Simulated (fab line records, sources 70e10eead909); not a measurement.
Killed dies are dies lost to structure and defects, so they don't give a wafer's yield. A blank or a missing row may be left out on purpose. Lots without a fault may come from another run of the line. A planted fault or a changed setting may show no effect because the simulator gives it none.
A struck lot beside a sound one | flow nand_harc | 15 steps out of a route of 1159
Sound: wafers L418.1, L418.2, L418.6. Struck: wafers L424.1, L424.5, L424.6. The cause comes at the end.
At each step with rows: each side's tool, then ch and its chambers, then its first start. Under that, the readings that differ: sound wafers | struck wafers | difference of the means | sigmas: that difference in standard deviations of wafers without a fault.
alike: readings whose means differ by less than 2 such deviations, and words and numbers that are the same on both sides. not compared: withheld readings, readings that some wafer has no value for, bounds like >300 that may hide the same value, and numbers for which the record gives no deviation and whose values overlap.
The two part at a step that has a row with sigmas, a row that says differs or no value, or rows on one side only. Numbers that don't overlap but have no deviation are shown without sigmas and don't part them. A reading that every wafer of one side lacks parts them only if that side has two wafers or more.

first, 1 step without rows for these wafers: NHARC_A_ONON_D1_DEP_06 (target thk 1000 nm).
NHARC_A_ONON_D1_THK_MEAS_08: measures by ellipsometry.
  sound on film_metro-02, day 8 17:53; struck on film_metro-01, day 10 06:46
  reading     | sound       | struck         | difference | sigmas
  thk_nm (nm) | 997 997 998 | 1021 1021 1022 | +24        | +2
then, 1 step without rows for these wafers: NHARC_A_ONON_D1_DEP_09 (target thk 1000 nm).
NHARC_A_ONON_D1_THK_MEAS_11: measures by ellipsometry.
  sound on film_metro-01, day 8 18:26; struck on film_metro-02, day 10 07:20
  alike: thk_nm
then, 1 step without rows for these wafers: NHARC_A_ONON_D1_DEP_12 (target thk 1000 nm).
NHARC_A_ONON_D1_THK_MEAS_14: measures by ellipsometry.
  sound on film_metro-02, day 8 19:00; struck on film_metro-02, day 10 07:55
  alike: thk_nm
then, 2 steps without rows for these wafers: NHARC_A_ONON_D1_ANNEAL_15 (time 3600 s); NHARC_A_ONON_D1_DEP_16 (target thk 1000 nm).
NHARC_A_ONON_D1_THK_MEAS_18: measures by ellipsometry.
  sound on film_metro-02, day 9 02:10; struck on film_metro-02, day 10 15:01
  reading     | sound          | struck      | difference | sigmas
  thk_nm (nm) | 1010 1012 1011 | 991 989 989 | -21        | -2
then, 1 step without rows for these wafers: NHARC_A_ONON_D1_DEP_19 (target thk 1000 nm).
NHARC_A_ONON_D1_THK_MEAS_21: measures by ellipsometry.
  sound on film_metro-02, day 9 02:44; struck on film_metro-01, day 10 15:35
  alike: thk_nm
NHARC_A_ONON_D1_DEP_22: target thk 1000 nm.
  sound on pecvd_onon-02 ch 0, day 9 02:47; struck on pecvd_onon-02 ch 0, day 10 15:38
NHARC_A_ONON_D1_THK_MEAS_24: measures by ellipsometry.
  sound on film_metro-01, day 9 03:18; struck on film_metro-02, day 10 16:10
  reading     | sound          | struck      | difference | sigmas
  thk_nm (nm) | 1005 1006 1005 | 702 701 701 | -304       | -32
then, 1 step without rows for these wafers: NHARC_A_ONON_D1_DEP_25 (target thk 1000 nm).
-- the record jumps here: 11 days lie between the struck wafers' starts before and after (it left off in module A_ONON_D1 and takes up again in module END, whose first step shown is number 1159 of the route) --
NHARC_END_SORT_01:
  the record has rows for the struck wafers here (prober-02 ch 0, day 21 13:49) and none for the sound ones

WHERE THEY PART
First at NHARC_A_ONON_D1_THK_MEAS_08; last, within this record, at NHARC_END_SORT_01.

WHY: what the simulator had put in
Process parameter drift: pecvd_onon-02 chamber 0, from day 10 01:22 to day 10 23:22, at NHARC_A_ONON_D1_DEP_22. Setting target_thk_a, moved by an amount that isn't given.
